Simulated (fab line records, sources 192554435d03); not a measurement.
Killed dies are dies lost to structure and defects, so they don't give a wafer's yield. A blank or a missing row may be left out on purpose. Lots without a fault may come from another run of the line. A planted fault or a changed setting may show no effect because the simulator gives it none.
Chamber matching | flow n5_finfet | N5_BEOL_M5_ETCH_72 on rie_diel-05: 4 sister chambers
The step etches underlayer in N2/H2, target depth 6.5 nm, time 5.2 s. 14 wafers are shown with their chamber, then 7 later ones without.

WAFERS WITH THEIR CHAMBER
wafer  | chamber | drypump_motor_current_A (A) | showerhead_plenum_p_Torr (Torr) | throttle_valve_pct (%)
L078.1 | 2       | 6.2                         | 2.60                            | 17.64
L078.3 | 0       | 5.3                         | 2.45                            | 17.30
L078.5 | 1       | 5.6                         | 2.62                            | 17.82
L076.1 | 2       | 6.2                         | 2.60                            | 17.61
L076.3 | 1       | 5.6                         | 2.62                            | 17.84
L076.6 | 2       | 6.2                         | 2.60                            | 17.64
L080.2 | 0       | 5.2                         | 2.44                            | 17.30
L080.5 | 2       | 6.2                         | 2.60                            | 17.62
L080.6 | 3       | 5.1                         | 2.49                            | 18.13
L083.1 | 0       | 5.3                         | 2.44                            | 17.31
L083.4 | 2       | 6.2                         | 2.60                            | 17.62
L083.5 | 3       | 5.1                         | 2.48                            | 17.78
L084.1 | 3       | 5.1                         | 2.48                            | 17.75
L084.5 | 0       | 5.2                         | 2.44                            | 17.34

SIGNATURES (means of the wafers above)
reading                  | chamber 0 | chamber 1 | chamber 2 | chamber 3 | scatter within a chamber
drypump_motor_current_A  | 5.250     | 5.600     | 6.200     | 5.100     | 0.0316
showerhead_plenum_p_Torr | 2.4425    | 2.6200    | 2.6000    | 2.4833    | 0.00376
throttle_valve_pct       | 17.3125   | 17.8300   | 17.6260   | 17.8867   | 0.0955
Rule: a wafer's distance from a chamber is the root of the sum, over the readings, of the square of ((its reading less the chamber's mean) divided by the reading's scatter). The wafer belongs to the nearest chamber; if the next one is less than 2 further off, it can't be placed. The scatter: the root of (the sum of the squares of (reading less its chamber's mean) over the shown wafers, divided by (wafers less chambers)).

WAFERS WITHOUT THEIR CHAMBER
wafer  | drypump_motor_current_A (A) | showerhead_plenum_p_Torr (Torr) | throttle_valve_pct (%)
L084.6 | 5.6                         | 2.62                            | 17.83
L093.2 | 5.2                         | 2.43                            | 17.34
L093.3 | 5.1                         | 2.48                            | 17.79
L093.5 | 5.1                         | 2.48                            | 17.79
L090.4 | 5.6                         | 2.61                            | 17.87
L090.5 | 6.2                         | 2.59                            | 17.66
L090.6 | 5.6                         | 2.61                            | 17.86

WHICH CHAMBER EACH WENT THROUGH
wafer  | from the rows above | in truth
L084.6 | 1                   | 1
L093.2 | 0                   | 0
L093.3 | 3                   | 3
L093.5 | 3                   | 3
L090.4 | 1                   | 1
L090.5 | 2                   | 2
L090.6 | 1                   | 1
Placed correctly: 7 of 7. Can't be placed from these rows: 0. Placed wrongly: 0.
